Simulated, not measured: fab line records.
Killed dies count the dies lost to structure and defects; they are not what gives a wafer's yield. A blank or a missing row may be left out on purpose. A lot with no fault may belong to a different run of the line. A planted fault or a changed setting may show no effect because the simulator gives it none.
Which tool was responsible? :: flow n5 finfet :: Sampling: 9 lots, 27 wafers, 3 of 1938 route steps

## WHAT THE GAUGES SHOWED, per wafer
N5_BEOL_M4_RC_MEAS_101. Usual: DIBL_N 35.8 mV/V, standard deviation 1.5; DIBL_P 35.8 mV/V, standard deviation 1.7; IOFF_N 0.151 nA/um, standard deviation 0.022; IOFF_P 0.204 nA/um, standard deviation 0.027; ION_N 673 uA/um, standard deviation 8.6; ION_P 462 uA/um, standard deviation 5.4; SS_N 71.4 mV/dec, standard deviation 0.54; SS_P 73.3 mV/dec, standard deviation 0.56; VT_N 250.5 mV, standard deviation 2.6; VT_P -251 mV, standard deviation 3.1.
lot: L939
measured: day 8 06:47
on: prober-01
DIBL_N (mV/V): 38.2 35.8 35.6
DIBL_P (mV/V): 37.5 35.9 35.2
IOFF_N (nA/um): 0.189 0.159 0.153
IOFF_P (nA/um): 0.202 0.170 0.171
ION_N (uA/um): 675 684 670
ION_P (uA/um): 452 457 454
SS_N (mV/dec): 71.7 71.4 71.3
SS_P (mV/dec): 74.4 73.3 73.4
VT_N (mV): 250.0 247.6 249.0
VT_P (mV): -250 -254 -253
flag: 

lot: L954
measured: day 12 10:07
on: prober-01
DIBL_N (mV/V): 34.4 36.2 33.6
DIBL_P (mV/V): 33.8 36.0 32.9
IOFF_N (nA/um): 0.133 0.156 0.116
IOFF_P (nA/um): 0.180 0.211 0.162
ION_N (uA/um): 673 694 671
ION_P (uA/um): 461 473 467
SS_N (mV/dec): 71.4 70.9 70.4
SS_P (mV/dec): 72.3 72.5 72.2
VT_N (mV): 251.9 249.5 251.5
VT_P (mV): -251 -249 -252
flag: 

lot: L956
measured: day 12 13:46
on: prober-01
DIBL_N (mV/V): 35.9 35.9 35.1
DIBL_P (mV/V): 34.7 34.7 34.3
IOFF_N (nA/um): 0.143 0.135 0.128
IOFF_P (nA/um): 0.183 0.176 0.175
ION_N (uA/um): 681 662 663
ION_P (uA/um): 462 454 456
SS_N (mV/dec): 71.0 71.6 71.0
SS_P (mV/dec): 73.4 72.7 73.2
VT_N (mV): 251.3 252.8 253.3
VT_P (mV): -252 -254 -253
flag: 

lot: L958
measured: day 13 05:35
on: prober-01
DIBL_N (mV/V): 35.5 34.6 34.8
DIBL_P (mV/V): 35.9 34.2 34.8
IOFF_N (nA/um): 0.154 0.140 0.146
IOFF_P (nA/um): 0.236 0.186 0.215
ION_N (uA/um): 683 671 678
ION_P (uA/um): 470 455 466
SS_N (mV/dec): 71.2 71.5 71.4
SS_P (mV/dec): 73.3 73.4 73.5
VT_N (mV): 249.0 249.1 249.4
VT_P (mV): -248 -251 -249
flag: 

lot: L957
measured: day 13 06:08
on: prober-02
DIBL_N (mV/V): 34.0 33.1 32.6
DIBL_P (mV/V): 35.5 34.0 32.9
IOFF_N (nA/um): 0.165 0.133 0.132
IOFF_P (nA/um): 0.218 0.186 0.181
ION_N (uA/um): 681 673 668
ION_P (uA/um): 469 463 462
SS_N (mV/dec): 71.8 71.9 71.5
SS_P (mV/dec): 73.3 73.2 72.8
VT_N (mV): 251.1 253.3 251.0
VT_P (mV): -248 -255 -252
flag: 

lot: L959
measured: day 13 08:37
on: prober-02
DIBL_N (mV/V): 37.3 37.9 36.8
DIBL_P (mV/V): 36.4 36.9 36.5
IOFF_N (nA/um): 0.142 0.149 0.144
IOFF_P (nA/um): 0.227 0.240 0.223
ION_N (uA/um): 665 675 667
ION_P (uA/um): 462 470 467
SS_N (mV/dec): 72.2 71.3 71.2
SS_P (mV/dec): 74.1 73.2 73.3
VT_N (mV): 252.5 251.5 251.5
VT_P (mV): -248 -247 -249
flag: 

lot: L960
measured: day 13 09:00
on: prober-01
DIBL_N (mV/V): 35.9 35.7 35.5
DIBL_P (mV/V): 36.2 37.0 36.0
IOFF_N (nA/um): 0.163 0.162 0.160
IOFF_P (nA/um): 0.224 0.232 0.228
ION_N (uA/um): 680 677 685
ION_P (uA/um): 471 472 468
SS_N (mV/dec): 71.2 71.3 70.9
SS_P (mV/dec): 73.9 74.4 73.7
VT_N (mV): 248.4 247.8 250.4
VT_P (mV): -248 -249 -251
flag: 

lot: L961
measured: day 13 16:02
on: prober-02
DIBL_N (mV/V): 35.6 36.6 36.2
DIBL_P (mV/V): 34.9 36.5 35.5
IOFF_N (nA/um): 0.128 0.145 0.137
IOFF_P (nA/um): 0.158 0.184 0.164
ION_N (uA/um): 664 664 670
ION_P (uA/um): 450 461 460
SS_N (mV/dec): 71.2 71.8 70.7
SS_P (mV/dec): 72.5 72.6 73.4
VT_N (mV): 251.8 250.5 250.4
VT_P (mV): -256 -252 -254
flag: 

lot: L962
measured: day 14 08:23
on: prober-01
DIBL_N (mV/V): 35.3 36.9 35.5
DIBL_P (mV/V): 34.7 36.3 35.1
IOFF_N (nA/um): 0.133 0.159 0.136
IOFF_P (nA/um): 0.178 0.211 0.187
ION_N (uA/um): 662 670 660
ION_P (uA/um): 455 460 458
SS_N (mV/dec): 70.6 71.9 71.2
SS_P (mV/dec): 72.8 74.2 72.3
VT_N (mV): 254.3 251.2 253.6
VT_P (mV): -255 -252 -252
flag: 

N5_BEOL_M15_CD_MEAS_28: the cd target is 407.6 nm. Usual: 407.6 nm for cd nm, sd 2.
lot: L939
measured: day 11 19:41
on: cd sem-03
cd nm (nm): 405.6 404.1 404.6
flag: 

lot: L954
measured: day 16 03:04
on: cd sem-01
cd nm (nm): 402.9 402.3 402.8
flag: 

lot: L956
measured: day 16 03:16
on: cd sem-03
cd nm (nm): 409.0 409.5 408.8
flag: 

lot: L958
measured: day 16 09:19
on: cd sem-02
cd nm (nm): 405.3 404.7 404.0
flag: 

lot: L957
measured: day 16 22:01
on: cd sem-01
cd nm (nm): 406.7 406.1 406.8
flag: 

lot: L959
measured: day 16 21:32
on: cd sem-01
cd nm (nm): 407.8 407.6 409.6
flag: 

lot: L960
measured: day 16 21:48
on: cd sem-01
cd nm (nm): 409.6 408.4 408.6
flag: 

lot: L961
measured: day 17 04:22
on: cd sem-01
cd nm (nm): 405.8 405.8 405.5
flag: 

lot: L962
measured: day 17 23:35
on: cd sem-01
cd nm (nm): 407.3 407.3 407.7
flag: 

N5_BEOL_M15_INSPECT_30: inspects for defects (macro). Usual: 2.0 for raw defect count, sd 1.4.
lot: L939
measured: day 11 19:44
on: defect inspect-02
raw defect count: 2 0 2
flag: 

lot: L954
measured: day 16 03:07
on: defect inspect-01
raw defect count: 2 1 2
flag: 

lot: L956
measured: day 16 03:19
on: defect inspect-02
raw defect count: 1 3 2
flag: 

lot: L958
measured: day 16 09:22
on: defect inspect-01
raw defect count: 3 3 1
flag: 

lot: L957
measured: day 16 22:04
on: defect inspect-02
raw defect count: 3 1 4
flag: 

lot: L959
measured: day 16 21:35
on: defect inspect-02
raw defect count: 3 1 2
flag: 

lot: L960
measured: day 16 21:51
on: defect inspect-02
raw defect count: 3 1 0
flag: 

lot: L961
measured: day 17 04:26
on: defect inspect-02
raw defect count: 1 4 4
flag: 

lot: L962
measured: day 17 23:39
on: defect inspect-02
raw defect count: 1 0 3
flag: 

## WHAT TOOL EACH LOT RAN ON (gives the tool, then ch and the chambers of the sampled wafers, and finally the start)
The record holds no process step before these readings.

## AS READ BY THE TOOLS THEMSELVES (means over the sampled wafers that have a number; for cases with no such wafer, the mark the record gives instead)
The record holds no such reading with a usual standard deviation.

## THE ANSWER, worked out from the rows above alone
Rule: lot off if the mean of its wafers having a number is beyond 3 standard deviations from the usual mean. Also off: a lot with no number at a reading for which 4 or more lots have one. All remaining lots with rows at the step are treated as sound. First the gauges in route order, then the tools' own readings, where a lot's mean is used as printed above. The first step at which some lot is off is used, and at that step the reading that is off furthest; a lot without a number counts as furthest.
Nothing can be told from this: no lot is off at any reading shown.

## WHAT THE SIMULATOR HAD INSERTED
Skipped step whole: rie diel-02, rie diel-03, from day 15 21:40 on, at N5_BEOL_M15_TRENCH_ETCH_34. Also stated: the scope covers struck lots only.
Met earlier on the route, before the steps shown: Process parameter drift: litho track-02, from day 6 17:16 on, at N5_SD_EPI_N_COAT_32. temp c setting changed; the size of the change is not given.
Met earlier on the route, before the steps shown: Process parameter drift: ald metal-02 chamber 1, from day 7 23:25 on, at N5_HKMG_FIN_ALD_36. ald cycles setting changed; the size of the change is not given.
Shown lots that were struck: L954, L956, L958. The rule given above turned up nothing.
